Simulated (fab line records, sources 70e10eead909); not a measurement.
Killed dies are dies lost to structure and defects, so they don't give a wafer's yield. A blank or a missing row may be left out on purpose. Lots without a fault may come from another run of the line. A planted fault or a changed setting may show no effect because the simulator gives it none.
Chamber matching | flow nand_harc | NHARC_A_CONTACT_DEP_24 on pecvd-01: 3 sister chambers
The step deposits SiO2, target thk 500 nm. 3 wafers are shown with their chamber, then 8 later ones without.

WAFERS WITH THEIR CHAMBER
wafer  | chamber | heater_power_w (W)
L081.5 | 1       | 423
L086.6 | 0       | 516
L088.2 | 2       | 576

WAFERS WITHOUT THEIR CHAMBER
wafer  | heater_power_w (W)
L088.3 | 451
L088.4 | 680
L091.1 | 455
L091.3 | 583
L091.5 | 596
L096.2 | 642
L096.4 | 651
L096.5 | 401

WHICH CHAMBER EACH WENT THROUGH
wafer  | from the rows above          | in truth
L088.3 | can't be placed: 1 or 0 or 2 | 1
L088.4 | can't be placed: 2 or 0      | 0
L091.1 | can't be placed: 1 or 0 or 2 | 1
L091.3 | can't be placed: 2 or 0      | 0
L091.5 | can't be placed: 2 or 0      | 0
L096.2 | can't be placed: 2 or 0      | 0
L096.4 | can't be placed: 2 or 0      | 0
L096.5 | can't be placed: 1 or 0      | 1
Placed correctly: 0 of 8. Can't be placed from these rows: 8 (the true chamber is among the candidates in 8). Placed wrongly: 0.
How it was worked out, from the rows above alone: a wafer's distance from a chamber is the root of the sum, over the readings, of the square of ((its reading less the chamber's mean) divided by the reading's scatter). The wafer belongs to the nearest chamber; if the next one is less than 2 further off, it can't be placed. A chamber's mean is the mean of its shown wafers. The scatter: with one shown wafer a chamber, the root of the mean of the squares of how far each hidden wafer lies from its nearest shown one.
